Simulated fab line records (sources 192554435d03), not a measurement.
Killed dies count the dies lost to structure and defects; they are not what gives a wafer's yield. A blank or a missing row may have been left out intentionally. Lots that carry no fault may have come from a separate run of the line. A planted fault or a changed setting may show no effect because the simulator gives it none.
Lot-split experiment | flow n5Finfet | on a route of 1938 steps: 7 lots, 21 wafers read

== ABOUT THE SPLIT ==
At N5_BEOL_M3_TRENCH_ETCH_37 (etches SiOC in C4F6/O2, target depth 55.555 nm, time 29.2 s), the setting timeS was moved away from the recipe's 29.2 s on 5 of the 21 wafers read, by -21.6% to +7.7%. The other wafers ran this setting at the recipe's value.

== FROM THE SPLIT TO THE READING: what the file shows between them, 2 steps ==
- N5_BEOL_M3_ETCH_41: etches SiCN in CH3F/O2, target depth 29.9 nm, time 52.5 s
- N5_BEOL_M3_STRIP_97: strips in N2/H2, time 10 s

== THE READING ==
trenchDepthNm, in nm, at N5_BEOL_M3_OCD_MEAS_38. Fault-free wafers of this fab line usually give 55.1 nm, standard deviation 1.1 nm.

wafer  | tool, chamber at the split | timeS as run, s | against the recipe | trenchDepthNm, nm | against lot-mates on the recipe
L076.4 | rieDiel-04, 1              | 29.2            | recipe             | 54.3              | -
L076.5 | rieDiel-04, 1              | 29.2            | recipe             | 55.1              | -
L076.6 | rieDiel-04, 0              | 29.2            | recipe             | 55.0              | -
L075.1 | rieDiel-02, 3              | 29.2            | recipe             | 56.7              | -
L075.3 | rieDiel-02, 0              | 31.44           | +7.7%              | 60.4              | +3.7
L075.6 | rieDiel-02, 1              | 31.44           | +7.7%              | 60.1              | +3.4
L078.2 | rieDiel-02, 2              | 23.18           | -20.6%             | 42.4              | -13.5
L078.3 | rieDiel-02, 3              | 29.2            | recipe             | 56.4              | -
L078.5 | rieDiel-02, 0              | 29.2            | recipe             | 55.4              | -
L082.1 | rieDiel-04, 1              | 29.2            | recipe             | 54.7              | -
L082.3 | rieDiel-04, 0              | 29.2            | recipe             | 54.6              | -
L082.4 | rieDiel-04, 3              | 29.2            | recipe             | 53.7              | -
L083.2 | rieDiel-04, 3              | 31.36           | +7.4%              | 57.4              | +3.1
L083.4 | rieDiel-04, 2              | 29.2            | recipe             | 53.4              | -
L083.6 | rieDiel-04, 0              | 29.2            | recipe             | 55.1              | -
L087.3 | rieDiel-02, 1              | 22.88           | -21.6%             | 43.6              | -11.2
L087.5 | rieDiel-02, 2              | 29.2            | recipe             | 53.4              | -
L087.6 | rieDiel-02, 1              | 29.2            | recipe             | 56.2              | -
L089.2 | rieDiel-06, 3              | 29.2            | recipe             | 55.0              | -
L089.3 | rieDiel-06, 2              | 29.2            | recipe             | 54.1              | -
L089.6 | rieDiel-06, 0              | 29.2            | recipe             | 53.9              | -

FIT RESULTS
A straight line over all 21 wafers: trenchDepthNm changes by +0.565 nm for each +1% of timeS; r = +0.97; the points scatter about the line by 1.1 nm.
The same after taking each lot's own level away (the mean of its wafers on the recipe; 21 wafers): +0.558 nm for each +1%; r = +0.98; scatter 0.85 nm.
Per that fit: largest timeS move, reading shift of 12 nm.
Across the lots, their own levels run from 54.25 to 56.70 nm, a range of 2.2 times the standard deviation given above.
Consequently the slope shifts little with the lot-to-lot level, the two slopes agreeing.
Check: -13.1 nm against its lot-mates is what the line predicts for one of the wafers moved furthest among these (-21.6%) when that wafer is left out of the fit. It came out at -11.2 nm against them.

== THESE WAFERS: OTHER SPLITS ==
Before the reading, these wafers also passed through other splits. Each is held against what the fit with the lots' levels taken away leaves over:
other split on the same wafers  | wafers away from the commonest value | r with trenchDepthNm (lot level and that fit taken away)
N5_BEOL_M2_TRENCH_ETCH_37 timeS | 8                                    | +0.30
N5_BEOL_M2_ALD_84 aldCycles     | 7                                    | -0.25
N5_BEOL_M3_ETCH_70 sourceW      | 8                                    | -0.22

== THE WHOLE CHAIN: every reading that the file lists as answering this split, in the file's order ==
step                      | what it does                                                | reading                                                                 | change (the file's fit)               | r (the file's)
N5_BEOL_M3_TRENCH_ETCH_37 | etches SiOC in C4F6/O2, target depth 55.555 nm, time 29.2 s | etch.depthNm (the simulator's own value, which no gauge read)           | +0.574 nm for each +1% of the setting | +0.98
N5_BEOL_M3_TRENCH_ETCH_37 | etches SiOC in C4F6/O2, target depth 55.555 nm, time 29.2 s | BEOL_M3.featureDepthNm (the simulator's own value, which no gauge read) | +0.574 nm for each +1% of the setting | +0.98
N5_BEOL_M3_OCD_MEAS_38    |                                                             | trenchDepthNm                                                           | +0.567 nm for each +1% of the setting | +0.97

== FILE'S OWN FIT ==
trenchDepthNm changes by +0.567 nm for each +1% of timeS, r = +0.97.
